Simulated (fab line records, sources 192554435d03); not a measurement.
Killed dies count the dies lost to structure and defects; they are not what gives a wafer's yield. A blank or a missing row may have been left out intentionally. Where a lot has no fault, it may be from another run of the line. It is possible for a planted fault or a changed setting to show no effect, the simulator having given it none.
Chamber matching || flow n5_finfet || 3 sister chambers for N5_BEOL_M14_ILD_DEP_00 on pecvd-03
The step deposits SiO2 from TEOS/O2, target thk 1119.3 nm, time 237.4 s. 6 wafers are shown with their chamber, then 9 later ones without.

WAFERS WITH THEIR CHAMBER
{"wafer": "L078.2", "chamber": 1, "throttle_valve_pct (%)": 18.3, "showerhead_plenum_p_Torr (Torr)": 8.35}
{"wafer": "L081.2", "chamber": 1, "throttle_valve_pct (%)": 18.2, "showerhead_plenum_p_Torr (Torr)": 8.40}
{"wafer": "L081.4", "chamber": 2, "throttle_valve_pct (%)": 18.5, "showerhead_plenum_p_Torr (Torr)": 8.29}
{"wafer": "L085.1", "chamber": 2, "throttle_valve_pct (%)": 18.6, "showerhead_plenum_p_Torr (Torr)": 8.31}
{"wafer": "L085.3", "chamber": 0, "throttle_valve_pct (%)": 20.1, "showerhead_plenum_p_Torr (Torr)": 8.32}
{"wafer": "L085.5", "chamber": 0, "throttle_valve_pct (%)": 19.7, "showerhead_plenum_p_Torr (Torr)": 8.36}

WAFERS WHOSE CHAMBER IS MISSING
{"wafer": "L093.1", "throttle_valve_pct (%)": 18.7, "showerhead_plenum_p_Torr (Torr)": 8.29}
{"wafer": "L093.3", "throttle_valve_pct (%)": 18.4, "showerhead_plenum_p_Torr (Torr)": 8.37}
{"wafer": "L093.4", "throttle_valve_pct (%)": 19.8, "showerhead_plenum_p_Torr (Torr)": 8.32}
{"wafer": "L091.2", "throttle_valve_pct (%)": 20.1, "showerhead_plenum_p_Torr (Torr)": 8.34}
{"wafer": "L091.5", "throttle_valve_pct (%)": 18.5, "showerhead_plenum_p_Torr (Torr)": 8.31}
{"wafer": "L091.6", "throttle_valve_pct (%)": 20.0, "showerhead_plenum_p_Torr (Torr)": 8.35}
{"wafer": "L096.1", "throttle_valve_pct (%)": 18.0, "showerhead_plenum_p_Torr (Torr)": 8.38}
{"wafer": "L096.4", "throttle_valve_pct (%)": 19.9, "showerhead_plenum_p_Torr (Torr)": 8.30}
{"wafer": "L096.5", "throttle_valve_pct (%)": 18.7, "showerhead_plenum_p_Torr (Torr)": 8.28}

WHICH CHAMBER EACH ONE RAN IN
{"wafer": "L093.1", "from the rows above": 2, "in truth": 2}
{"wafer": "L093.3", "from the rows above": "can't be placed: 1 or 2", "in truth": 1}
{"wafer": "L093.4", "from the rows above": 0, "in truth": 0}
{"wafer": "L091.2", "from the rows above": 0, "in truth": 0}
{"wafer": "L091.5", "from the rows above": 2, "in truth": 2}
{"wafer": "L091.6", "from the rows above": 0, "in truth": 0}
{"wafer": "L096.1", "from the rows above": 1, "in truth": 1}
{"wafer": "L096.4", "from the rows above": 0, "in truth": 0}
{"wafer": "L096.5", "from the rows above": 2, "in truth": 2}
Correctly placed: 8 of 9. Cannot be placed on the basis of these rows: 1; the candidates contain the true chamber in 1. 0 placed wrongly.
How it was worked out, from the rows above alone: a wafer's distance from a chamber is the root of the sum, over the readings, of the square of ((its reading less the chamber's mean) divided by the reading's scatter). If the next closest chamber is less than 2 further off than the closest, the wafer can't be placed; otherwise it belongs to the closest. The mean given for a chamber averages the wafers shown for that chamber. The scatter is the square root of a quotient: the sum, over the shown wafers, of each reading's squared deviation from its chamber's mean, divided by wafers minus chambers.
